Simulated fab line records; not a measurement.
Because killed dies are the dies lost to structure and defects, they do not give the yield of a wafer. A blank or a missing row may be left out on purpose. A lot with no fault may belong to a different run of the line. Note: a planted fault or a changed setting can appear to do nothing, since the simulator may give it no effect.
fab line records	flow nand-harc	part 2 of 2: steps 5 to 6 of 6
record lots=24	wafers=72	last-day=33
route steps=1302 shown P_M0@277 P_M1@298 P_M2@331 P_BONDPAD@367 A_SOURCE_PLATE@423
lots untouched by any fault: they come from a run of this same line in which no faults occurred
start-h: start of the lot's first displayed wafer, in hours after the record's first day	wait-h: time in hours since the lot's previous step	" the same as in the row above	L1.1+2: a row that stands for several wafers	- no value present, or no start provided	* or withheld: withheld	< > ~ a bound
route shown NAME@n: NAME is a module with steps in the file, n the number in the route of the first one	usual: mean/standard deviation of fault-free wafers	same: alike in all rows	chamber/n: place in a boat	sites: per-site readings	_std_site: the standard deviation of these	_edge_site: outer sites' mean less inner sites'	radius-mm: for every site, how far away it sits from the centre of the wafer	mask NAME#n: copy n	behind: tool/chamber where the wafer was last shaped	hold: the reason the lot was held/the length of the hold in hours/how it ended	device: names the non-switching transistor (n, p or np)	end of line: the route-end tests of the same wafers	for a step that has no rows: nothing shown but its recipe	killed: at the first sort, the dies lost to defects and structure; wafer yield is something else	map: the dies of a wafer, with x for killed, . for not killed, _ for no die there
set.NAME: the setting as run; set.NAME@STEP: as run at that earlier step	model.NAME: the simulator's own value behind a step, which no gauge read
steps of the route over a sample of lots; a table a step, a row a wafer
services: from which hour (start-h, from the record's first day; less than 0 if before it) a tool's chamber was out of use, for how many hours, and why
## steps
# step NHARC_P_BONDPAD_DESCUM_11
# recipe time-s=3	o2-flow-sccm=200	ar-flow-sccm=0	bias-power-w=0	chemistry=O2
# usual drypump-motor-current-A=5.6/0.38	o2-flow-sccm=199.9/0.61	oes-product-au=0.998/0.0085	rf-vpp-V=58.1/0.81	showerhead-plenum-p-Torr=1.98/0.079	throttle-valve-pct=11.311/0.0088
lot.wafer	tool	chamber	start-h	wait-h	drypump-motor-current-A	o2-flow-sccm	oes-product-au	rf-hours-counter-h	rf-vpp-V	showerhead-plenum-p-Torr	throttle-valve-pct
L074.1	rie-diel-04	0	143.84	-	5.9	199.7	1.004	7.5	57.8	1.79	11.311
L074.6	"	1	"	"	5.2	200.3	1.003	-	57.8	2.03	11.308
L074.5	"	2	"	"	6.2	200.0	0.987	-	57.6	1.98	11.319
L075.4	rie-diel-10	2	145.65	-	6.0	199.7	1.013	1.9	58.2	1.94	11.326
L075.6	"	2	"	"	6.0	200.3	1.013	-	58.8	1.94	11.306
L075.5	"	3	"	"	5.3	200.7	1.003	-	59.1	2.06	11.311
L076.1	rie-diel-10	0	159.25	-	5.2	200.6	1.006	1.9	57.6	2.00	11.304
L076.4	"	2	"	"	6.1	200.1	1.012	2.3	58.7	1.94	11.314
L076.3	"	3	"	"	5.3	200.9	1.012	2.2	58.4	2.06	11.333
L077.3	rie-diel-10	3	164.60	-	5.3	199.5	1.002	2.3	58.4	2.06	11.301
L077.5	"	0	"	"	5.1	201.0	0.996	-	58.4	2.00	11.293
L077.6	"	1	"	"	5.8	200.3	0.997	-	59.4	2.04	11.305
L078.1	rie-diel-01	3	175.41	-	5.2	199.9	0.991	7.5	57.1	1.78	11.298
L078.4	"	2	"	"	5.8	200.9	0.990	7.5	55.9	1.90	11.303
L078.5	"	0	"	"	5.8	199.5	0.991	-	58.0	2.05	11.332
L079.3	rie-diel-04	0	188.75	-	5.9	201.0	1.003	0	57.8	1.79	11.317
L079.6	"	1	"	"	5.2	200.4	1.002	-	57.9	2.03	11.309
L079.4	"	3	"	"	4.9	199.7	1.003	-	56.3	1.93	11.307
L080.1	rie-diel-01	2	189.66	-	5.7	200.9	0.992	8.6	58.9	1.90	11.307
L080.5	"	1	"	"	5.6	199.8	0.978	-	57.7	1.92	11.313
L080.6	"	0	"	"	5.8	200.5	1.000	-	57.8	2.05	11.301
L081.1	rie-diel-10	1	201.99	-	5.8	199.9	1.002	3.2	58.5	2.04	11.317
L081.2	"	2	"	"	6.1	199.6	0.998	3.7	57.9	1.94	11.330
L081.5	"	1	"	"	5.8	199.4	1.001	-	58.6	2.04	11.306
L082.3	rie-diel-10	3	215.21	-	5.4	199.5	0.999	4.0	57.6	2.06	11.303
L082.1	"	0	"	"	5.1	199.2	1.000	3.5	58.8	2.00	11.316
L082.6	"	2	"	"	6.1	199.9	1.012	-	57.9	1.94	11.322
L083.1	rie-diel-04	2	227.47	-	6.2	200.1	1.015	1.3	57.4	1.98	11.322
L083.3	"	3	"	"	4.9	199.9	1.000	1.3	58.9	1.93	11.311
L083.4	"	0	"	"	5.9	200.1	1.001	1.2	57.3	1.79	11.313
L084.2	rie-diel-04	0	233.94	-	5.9	199.4	0.998	1.2	58.0	1.79	11.306
L084.3	"	1	"	"	5.2	200.4	0.990	1.3	59.4	2.03	11.314
L084.1	"	2	"	"	6.2	200.7	0.998	1.5	57.8	1.98	11.321
L085.3	rie-diel-01	3	244.27	-	5.2	200.2	0.987	0.7	57.2	1.78	11.301
L085.5	"	2	"	"	5.7	199.3	1.005	-	57.6	1.90	11.306
L085.6	"	3	"	"	5.1	199.8	0.998	-	58.4	1.78	11.313
L086.2	rie-diel-10	1	252.19	-	5.8	200.4	0.990	0	58.6	2.03	11.316
L086.5	"	1	"	"	5.8	200.5	0.989	-	57.1	2.03	11.309
L086.6	"	3	"	"	5.3	200.8	0.992	-	58.1	2.06	11.311
L087.4	rie-diel-10	3	262.55	-	5.3	201.6	0.988	0.2	58.1	2.06	11.311
L087.3	"	0	"	"	5.1	201.2	1.001	0.2	59.6	2.00	11.312
L087.5	"	1	"	"	5.8	199.6	0.995	-	58.7	2.03	11.312
L088.2	rie-diel-10	2	279.32	-	6.0	200.4	0.994	0.3	58.5	1.94	11.328
L088.6	"	0	"	"	5.1	199.4	0.991	-	58.8	2.00	11.307
L088.5	"	1	"	"	5.8	200.5	0.979	-	57.2	2.03	11.315
L089.2	rie-diel-10	1	282.70	-	5.8	200.4	0.990	0.6	58.2	2.03	11.304
L089.1	"	2	"	"	6.0	198.9	1.010	0.4	57.8	1.94	11.311
L089.4	"	0	"	"	5.1	199.0	0.994	0.5	57.5	2.00	11.309
L090.2	rie-diel-10	2	295.00	-	6.1	200.1	1.011	0.5	58.5	1.94	11.312
L090.4	"	0	"	"	5.1	200.1	1.004	0.7	58.5	2.00	11.310
L090.1	"	1	"	"	5.8	199.6	0.994	0.7	58.9	2.03	11.304
L091.4	rie-diel-10	2	304.85	-	6.0	199.2	1.001	1.2	58.9	1.94	11.317
L091.3	"	3	"	"	5.3	199.3	0.988	1.4	57.8	2.06	11.315
L091.2	"	0	"	"	5.1	200.1	1.005	1.6	60.0	2.00	11.308
L092.3	rie-diel-10	3	316.27	-	5.3	200.5	0.995	1.6	58.5	2.06	11.306
L092.1	"	0	"	"	5.1	199.4	1.007	1.6	58.3	2.00	11.317
L092.6	"	2	"	"	6.1	199.8	1.015	-	57.7	1.94	11.315
L093.4	rie-diel-10	0	320.49	-	5.2	199.6	1.000	1.8	59.4	2.00	11.311
L093.6	"	3	"	"	5.3	200.2	1.002	-	57.8	2.06	11.312
L093.5	"	0	"	"	5.1	199.4	1.001	-	58.5	2.00	11.313
L094.2	rie-diel-10	3	339.20	-	5.3	198.9	0.993	2.4	59.2	2.06	11.316
L094.4	"	1	"	"	5.7	200.6	0.998	2.4	58.6	2.03	11.307
L094.1	"	2	"	"	6.1	199.7	0.999	2.2	57.9	1.94	11.304
L095.3	rie-diel-10	1	340.15	-	5.8	199.9	0.996	2.5	58.4	2.03	11.298
L095.1	"	2	"	"	6.0	199.5	0.983	2.2	57.3	1.94	11.343
L095.4	"	3	"	"	5.3	200.3	0.995	2.4	58.1	2.06	11.326
L096.1	rie-diel-01	0	360.54	-	5.8	200.4	1.002	7.9	58.3	2.05	11.322
L096.3	"	2	"	"	5.8	199.8	0.990	7.6	57.0	1.89	11.301
L096.5	"	3	"	"	5.2	199.7	0.998	-	59.0	1.78	11.315
L097.3	rie-diel-01	3	368.45	-	5.1	199.7	1.001	7.6	56.7	1.78	11.323
L097.4	"	1	"	"	5.6	199.5	1.001	7.5	59.4	1.92	11.312
L097.5	"	3	"	"	5.1	199.7	1.000	-	56.6	1.78	11.327
# step NHARC_A_SOURCE_PLATE_INSPECT_08
# usual raw-defect-count=64/25
lot.wafer	tool	chamber	start-h	wait-h	raw-defect-count
L074.1	defect-inspect-02	-	168.68	0.0	81
L074.5	"	-	"	"	57
L074.6	"	-	"	"	52
L075.4	defect-inspect-01	-	168.68	0.0	18
L075.5	"	-	"	"	42
L075.6	"	-	"	"	31
L076.1	defect-inspect-02	-	187.18	0.0	109
L076.3	"	-	"	"	107
L076.4	"	-	"	"	89
L077.3	defect-inspect-01	-	187.19	0.0	25
L077.5	"	-	"	"	56
L077.6	"	-	"	"	42
L078.1	defect-inspect-01	-	203.13	0.0	64
L078.4	"	-	"	"	46
L078.5	"	-	"	"	49
L080.1	defect-inspect-01	-	214.51	0.0	73
L080.5	"	-	"	"	51
L080.6	"	-	"	"	47
L079.3	defect-inspect-02	-	214.51	0.0	50
L079.4	"	-	"	"	46
L079.6	"	-	"	"	64
L081.1	defect-inspect-01	-	233.08	0.0	69
L081.2	"	-	"	"	80
L081.5	"	-	"	"	47
L082.1	defect-inspect-01	-	242.57	0.0	53
L082.3	"	-	"	"	60
L082.6	"	-	"	"	76
L083.1	defect-inspect-01	-	254.50	0.0	105
L083.3	"	-	"	"	73
L083.4	"	-	"	"	65
L084.1	defect-inspect-02	-	262.19	0.0	107
L084.2	"	-	"	"	69
L084.3	"	-	"	"	70
L085.3	defect-inspect-01	-	270.07	0.0	32
L085.5	"	-	"	"	50
L085.6	"	-	"	"	86
L086.2	defect-inspect-01	-	276.92	0.0	66
L086.5	"	-	"	"	78
L086.6	"	-	"	"	36
L087.3	defect-inspect-01	-	287.88	0.0	45
L087.4	"	-	"	"	56
L087.5	"	-	"	"	44
L089.1	defect-inspect-01	-	306.55	0.0	80
L089.2	"	-	"	"	56
L089.4	"	-	"	"	96
L088.2	defect-inspect-02	-	306.55	0.0	32
L088.5	"	-	"	"	55
L088.6	"	-	"	"	42
L090.1	defect-inspect-02	-	322.16	0.0	75
L090.2	"	-	"	"	64
L090.4	"	-	"	"	35
L091.2	defect-inspect-01	-	330.25	0.0	34
L091.3	"	-	"	"	59
L091.4	"	-	"	"	58
L092.1	defect-inspect-01	-	343.32	0.0	65
L092.3	"	-	"	"	25
L092.6	"	-	"	"	25
L093.4	defect-inspect-02	-	343.32	0.0	43
L093.5	"	-	"	"	38
L093.6	"	-	"	"	86
L095.1	defect-inspect-02	-	364.81	0.0	65
L095.3	"	-	"	"	52
L095.4	"	-	"	"	84
L094.1	defect-inspect-01	-	364.81	0.0	38
L094.2	"	-	"	"	37
L094.4	"	-	"	"	31
L096.1	defect-inspect-02	-	387.93	0.0	152
L096.3	"	-	"	"	98
L096.5	"	-	"	"	88
L097.3	defect-inspect-01	-	393.50	0.0	43
L097.4	"	-	"	"	64
L097.5	"	-	"	"	65
## services
tool	chamber	start-h	hours	kind
rie-diel-10	-	116.34	0.7	repair
rie-diel-03	3	136.12	1.7	repair
rie-diel-12	2	136.48	6.3	repair
rie-diel-09	-	143.10	9.0	pm
rie-diel-03	1	151.46	1.2	repair
pvd-sputter-03	-	160.26	17.6	repair
rie-diel-13	-	165.00	9.0	pm
rie-diel-10	1	187.72	2.9	repair
rie-diel-10	-	191.08	0.3	repair
rie-diel-12	3	195.10	1.4	repair
rie-diel-03	3	198.40	5.8	repair
rie-diel-09	2	218.79	4.5	repair
pvd-sputter-01	-	226.00	10.0	pm
rie-diel-09	0	239.80	1.7	repair
rie-diel-10	-	242.50	9.0	pm
rie-diel-12	-	268.42	9.0	pm
rie-diel-03	-	281.30	9.0	pm
pvd-sputter-01	-	293.84	4.3	repair
pvd-sputter-01	-	301.41	1.6	repair
rie-diel-10	0	306.95	2.5	repair
rie-diel-09	-	320.10	9.0	pm
rie-diel-10	1	344.21	23.4	repair
pvd-sputter-03	-	355.81	10.0	pm
rie-diel-10	-	360.90	2.5	repair
